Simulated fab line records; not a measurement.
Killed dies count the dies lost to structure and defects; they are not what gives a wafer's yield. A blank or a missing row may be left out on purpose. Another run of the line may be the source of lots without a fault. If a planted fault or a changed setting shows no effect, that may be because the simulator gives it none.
Which tool did it? | flow n5Finfet | 72 wafers from 24 lots sampled at 5 of the route's 1938 steps

## WHAT THE GAUGES SHOWED, per wafer
N5_BEOL_M15_THK_MEAS_50: measures by xrf. Usual: M15_THK typically reads 850 nm, with standard deviation 11.
lot  | measured     | on           | M15_THK (nm) | flag
L075 | day 11 16:26 | filmMetro-01 | 848 842 855  | 
L076 | day 11 17:59 | filmMetro-01 | 850 852 849  | 
L074 | day 11 23:21 | filmMetro-01 | 843 847 841  | 
L077 | day 12 04:41 | filmMetro-02 | 861 862 868  | 
L078 | day 12 09:47 | filmMetro-02 | 849 843 845  | 
L079 | day 12 14:34 | filmMetro-02 | 846 847 845  | 
L083 | day 13 09:36 | filmMetro-02 | 860 849 860  | 
L081 | day 13 11:56 | filmMetro-02 | 853 850 847  | 
L082 | day 13 14:58 | filmMetro-02 | 849 842 845  | 
L080 | day 13 23:26 | filmMetro-01 | 844 858 854  | 
L084 | day 14 05:04 | filmMetro-02 | 844 845 850  | 
L085 | day 14 07:27 | filmMetro-01 | 857 864 865  | 
L087 | day 14 12:04 | filmMetro-02 | 834 855 825  | 
L086 | day 14 12:26 | filmMetro-02 | 855 827 833  | 
L088 | day 14 21:54 | filmMetro-01 | 852 842 847  | 
L091 | day 15 13:46 | filmMetro-02 | 840 845 844  | 
L089 | day 15 20:52 | filmMetro-01 | 849 849 854  | 
L090 | day 15 21:13 | filmMetro-01 | 876 848 873  | 
L093 | day 15 21:39 | filmMetro-01 | 862 851 853  | 
L092 | day 16 04:00 | filmMetro-02 | 840 847 842  | 
L094 | day 16 13:32 | filmMetro-02 | 845 844 846  | 
L095 | day 16 20:34 | filmMetro-02 | 856 823 856  | 
L096 | day 16 22:40 | filmMetro-01 | 841 841 836  | 
L097 | day 17 01:59 | filmMetro-01 | 844 847 856  | 

N5_MIM_TOP_LITHO_INSPECT_12: inspects for defects (macro). Usual: rawDefectCount 2.1, standard deviation 1.3.
lot  | measured     | on               | rawDefectCount | flag
L075 | day 11 21:24 | defectInspect-02 | 3 2 3          | 
L076 | day 12 00:38 | defectInspect-01 | 1 0 4          | 
L074 | day 12 03:10 | defectInspect-02 | 1 2 5          | 
L077 | day 12 08:35 | defectInspect-02 | 4 2 1          | 
L078 | day 12 17:13 | defectInspect-01 | 2 1 2          | 
L079 | day 12 20:48 | defectInspect-02 | 1 4 2          | 
L083 | day 13 13:55 | defectInspect-01 | 2 3 0          | 
L081 | day 13 15:15 | defectInspect-02 | 4 2 1          | 
L082 | day 13 21:16 | defectInspect-01 | 3 1 0          | 
L080 | day 14 04:03 | defectInspect-02 | 3 1 2          | 
L084 | day 14 09:04 | defectInspect-02 | 1 2 3          | 
L085 | day 14 11:12 | defectInspect-01 | 2 2 1          | 
L087 | day 14 14:59 | defectInspect-01 | 2 4 2          | 
L086 | day 14 18:37 | defectInspect-01 | 2 1 0          | 
L088 | day 15 02:18 | defectInspect-02 | 2 4 2          | 
L091 | day 15 17:32 | defectInspect-02 | 2 2 2          | 
L089 | day 16 01:48 | defectInspect-02 | 1 2 4          | 
L090 | day 16 01:58 | defectInspect-01 | 1 6 2          | 
L093 | day 16 02:22 | defectInspect-02 | 1 3 2          | 
L092 | day 16 08:31 | defectInspect-02 | 1 2 2          | 
L094 | day 16 17:57 | defectInspect-01 | 0 3 1          | 
L095 | day 17 01:35 | defectInspect-01 | 5 0 2          | 
L096 | day 17 03:27 | defectInspect-02 | 3 3 3          | 
L097 | day 17 06:03 | defectInspect-01 | 2 2 6          | 

N5_MIM_BOT_LITHO_OVL_MEAS_11. Usual: MIM_BOT_OVL typically reads 1 nm, with standard deviation 6.8.
lot  | measured     | on         | MIM_BOT_OVL (nm) | flag
L075 | day 11 22:14 | overlay-02 | 5 -1 5           | 
L076 | day 12 01:34 | overlay-01 | 5 6 7            | 
L074 | day 12 04:07 | overlay-01 | -4 10 2          | 
L077 | day 12 09:29 | overlay-02 | 2 1 4            | 
L078 | day 12 18:14 | overlay-02 | -4 0 8           | 
L079 | day 12 21:44 | overlay-02 | 3 -4 -1          | 
L083 | day 13 14:46 | overlay-01 | 8 2 3            | 
L081 | day 13 15:58 | overlay-02 | 5 7 -1           | 
L082 | day 13 22:17 | overlay-01 | -4 -3 -11        | 
L080 | day 14 05:02 | overlay-01 | 9 6 9            | 
L084 | day 14 09:50 | overlay-01 | 20 4 2           | 
L085 | day 14 11:59 | overlay-02 | -1 -5 -3         | 
L087 | day 14 15:49 | overlay-01 | -5 -3 -2         | 
L086 | day 14 19:20 | overlay-01 | -14 -12 -5       | 
L088 | day 15 03:04 | overlay-01 | 10 5 8           | 
L091 | day 15 18:25 | overlay-02 | 5 -3 -9          | 
L089 | day 16 02:44 | overlay-02 | -6 -5 0          | 
L090 | day 16 02:46 | overlay-01 | 10 -1 -2         | 
L093 | day 16 03:06 | overlay-02 | -11 -5 -10       | 
L092 | day 16 09:29 | overlay-01 | 1 -3 2           | 
L094 | day 16 18:52 | overlay-01 | 9 3 18           | 
L095 | day 17 02:30 | overlay-01 | 1 -12 -3         | 
L096 | day 17 04:13 | overlay-01 | 1 -6 -5          | 
L097 | day 17 06:53 | overlay-01 | 1 2 5            | 

## WHICH TOOL RAN EACH LOT (tool, then ch and the chambers of the sampled wafers, then the start)
lot  | N5_MIM_TOP_ALD_02                          | N5_MIM_TOP_ETCH_STRIP_01
L075 | aldHk-01 ch 1,3, day 11 21:24 or earlier   | rieDiel-01 ch 0,1,3, day 11 21:40
L076 | aldHk-03 ch 0,2,3, day 12 00:38 or earlier | rieDiel-06 ch 1,3, day 12 00:59
L074 | aldHk-03 ch 2,3, day 12 03:10 or earlier   | rieDiel-05 ch 1,2, day 12 03:32
L077 | aldHk-03 ch 1,2,3, day 12 08:35 or earlier | rieDiel-05 ch 0,3, day 12 08:55
L078 | aldHk-02 ch 0,2,3, day 12 17:13 or earlier | rieDiel-05 ch 1,2, day 12 17:39
L079 | aldHk-02 ch 1,2,3, day 12 20:48 or earlier | rieDiel-05 ch 0,1,3, day 12 21:10
L083 | aldHk-03 ch 0,1, day 13 13:55 or earlier   | rieDiel-01 ch 0,2, day 13 14:11
L081 | aldHk-03 ch 0,2,3, day 13 15:15 or earlier | rieDiel-06 ch 0,1, day 13 15:31
L082 | aldHk-03 ch 1,3, day 13 21:16 or earlier   | rieDiel-05 ch 0,2, day 13 21:42
L080 | aldHk-02 ch 0,1,2, day 14 04:03 or earlier | rieDiel-05 ch 1,2,3, day 14 04:35
L084 | aldHk-02 ch 0,2,3, day 14 09:04 or earlier | rieDiel-05 ch 0,1,3, day 14 09:23
L085 | aldHk-02 ch 0,1,3, day 14 11:12 or earlier | rieDiel-05 ch 0,1, day 14 11:32
L087 | aldHk-01 ch 1,2,3, day 14 14:59 or earlier | rieDiel-06 ch 0,2,3, day 14 15:15
L086 | aldHk-01 ch 0,2,3, day 14 18:37 or earlier | rieDiel-01 ch 1,2, day 14 18:53
L088 | aldHk-02 ch 2,3, day 15 02:18 or earlier   | rieDiel-06 ch 1,3, day 15 02:37
L091 | aldHk-01 ch 0,2,3, day 15 17:32 or earlier | rieDiel-01 ch 0,1,3, day 15 17:56
L089 | aldHk-03 ch 0,2,3, day 16 01:48 or earlier | rieDiel-05 ch 0,1,3, day 16 02:08
L090 | aldHk-02 ch 2,3, day 16 01:58 or earlier   | rieDiel-01 ch 0,2,3, day 16 02:19
L093 | aldHk-01 ch 1,2,3, day 16 02:22 or earlier | rieDiel-06 ch 0,2,3, day 16 02:38
L092 | aldHk-02 ch 1,3, day 16 08:31 or earlier   | rieDiel-01 ch 1,3, day 16 09:01
L094 | aldHk-01 ch 0,1,2, day 16 17:57 or earlier | rieDiel-01 ch 0,2,3, day 16 18:24
L095 | aldHk-03 ch 1,2, day 17 01:35 or earlier   | rieDiel-06 ch 0,1, day 17 01:54
L096 | aldHk-02 ch 0,1,2, day 17 03:27 or earlier | rieDiel-05 ch 0,2,3, day 17 03:46
L097 | aldHk-01 ch 1,2,3, day 17 06:03 or earlier | rieDiel-05 ch 0,1,2, day 17 06:26
- N5_MIM_TOP_ALD_02: deposits Al2O3, purge time 3 s, co reactant pulse time 3 s.
- N5_MIM_TOP_ETCH_STRIP_01: strips in O2.

## WHAT THE TOOLS THEMSELVES READ (means of the sampled wafers that have a number; where no wafer has one, the mark that the record gives instead)
N5_MIM_TOP_ALD_02. Usual: precursorPulseHeightRel 1.002, standard deviation 0.022.
lot  | tool     | precursorPulseHeightRel | flag
L075 | aldHk-01 | 1.024                   | 
L076 | aldHk-03 | 1.002                   | 
L074 | aldHk-03 | 0.991                   | 
L077 | aldHk-03 | 1.004                   | 
L078 | aldHk-02 | 1.005                   | 
L079 | aldHk-02 | 0.998                   | 
L083 | aldHk-03 | 1.002                   | 
L081 | aldHk-03 | 1.017                   | 
L082 | aldHk-03 | 0.990                   | 
L080 | aldHk-02 | 1.007                   | 
L084 | aldHk-02 | 0.984                   | 
L085 | aldHk-02 | 0.985                   | 
L087 | aldHk-01 | 1.004                   | 
L086 | aldHk-01 | 1.007                   | 
L088 | aldHk-02 | 0.985                   | 
L091 | aldHk-01 | 1.007                   | 
L089 | aldHk-03 | 1.008                   | 
L090 | aldHk-02 | 0.983                   | 
L093 | aldHk-01 | 1.022                   | 
L092 | aldHk-02 | 0.996                   | 
L094 | aldHk-01 | 1.004                   | 
L095 | aldHk-03 | 0.992                   | 
L096 | aldHk-02 | 1.017                   | 
L097 | aldHk-01 | 0.999                   | 

N5_MIM_TOP_ETCH_STRIP_01. Usual: drypumpMotorCurrentA 5.8 A, standard deviation 0.39; oesProductAu 0.81 a.u., standard deviation 0.093; rfVppV 3.9 V, standard deviation 1.3; showerheadPlenumPTorr 2.11 Torr, standard deviation 0.09; throttleValvePct 16.69 %, standard deviation 0.21.
lot  | tool       | drypumpMotorCurrentA (A) | oesProductAu (a.u.) | rfVppV (V) | showerheadPlenumPTorr (Torr) | throttleValvePct (%) | flag
L075 | rieDiel-01 | 5.4                      | 0.71                | 3.3        | 2.08                         | 16.79                | 
L076 | rieDiel-06 | 6.1                      | 0.89                | 3.8        | 2.10                         | 16.52                | 
L074 | rieDiel-05 | 6.2                      | 0.80                | 2.6        | 2.18                         | 16.84                | 
L077 | rieDiel-05 | 5.5                      | 0.74                | 5.3        | 2.00                         | 16.80                | 
L078 | rieDiel-05 | 6.2                      | 0.86                | 4.1        | 2.21                         | 16.72                | 
L079 | rieDiel-05 | 5.7                      | 0.74                | 3.4        | 2.06                         | 16.78                | 
L083 | rieDiel-01 | 5.5                      | 0.75                | 3.1        | 2.09                         | 16.80                | 
L081 | rieDiel-06 | 6.1                      | 0.82                | 3.3        | 2.15                         | 16.59                | 
L082 | rieDiel-05 | 6.0                      | 0.83                | 4.7        | 2.09                         | 16.54                | 
L080 | rieDiel-05 | 5.9                      | 0.76                | 5.5        | 2.13                         | 16.88                | 
L084 | rieDiel-05 | 5.7                      | 0.74                | 3.9        | 2.05                         | 16.80                | 
L085 | rieDiel-05 | 6.0                      | 0.74                | 4.2        | 2.11                         | 16.79                | 
L087 | rieDiel-06 | 5.9                      | 0.83                | 5.7        | 2.03                         | 16.55                | 
L086 | rieDiel-01 | 5.9                      | 0.81                | 4.7        | 2.11                         | 16.85                | 
L088 | rieDiel-06 | 6.1                      | 0.84                | 3.9        | 2.09                         | 16.55                | 
L091 | rieDiel-01 | 5.4                      | 0.88                | 4.4        | 2.15                         | 16.53                | 
L089 | rieDiel-05 | 5.7                      | 0.73                | 3.7        | 2.05                         | 16.84                | 
L090 | rieDiel-01 | 5.6                      | 0.82                | 2.6        | 2.13                         | 16.68                | 
L093 | rieDiel-06 | 5.9                      | 0.82                | 4.0        | 2.03                         | 16.57                | 
L092 | rieDiel-01 | 5.5                      | 0.94                | 3.9        | 2.20                         | 16.42                | 
L094 | rieDiel-01 | 5.6                      | 0.81                | 4.8        | 2.13                         | 16.71                | 
L095 | rieDiel-06 | 6.2                      | 0.79                | 3.7        | 2.15                         | 16.61                | 
L096 | rieDiel-05 | 5.8                      | 0.88                | 3.2        | 2.16                         | 16.61                | 
L097 | rieDiel-05 | 6.1                      | 0.77                | 4.7        | 2.13                         | 16.73                | 

## THE ANSWER, worked out from the rows above alone
Rule: a lot is off if the mean of its wafers that have a number lies more than 3 standard deviations from the usual mean. A lot without any number at a reading at which 4 lots or more have one is off too. Any other lot the step has rows for is counted as sound. After the gauges, taken in route order, come the tools' own readings; for these a lot's mean is taken, as printed above. The first step at which some lot is off is used, and at that step the reading that is off furthest; a lot without a number counts as furthest.
No lot is off at any reading shown: from this, nothing can be told.

## WHAT THE SIMULATOR HAD PUT IN
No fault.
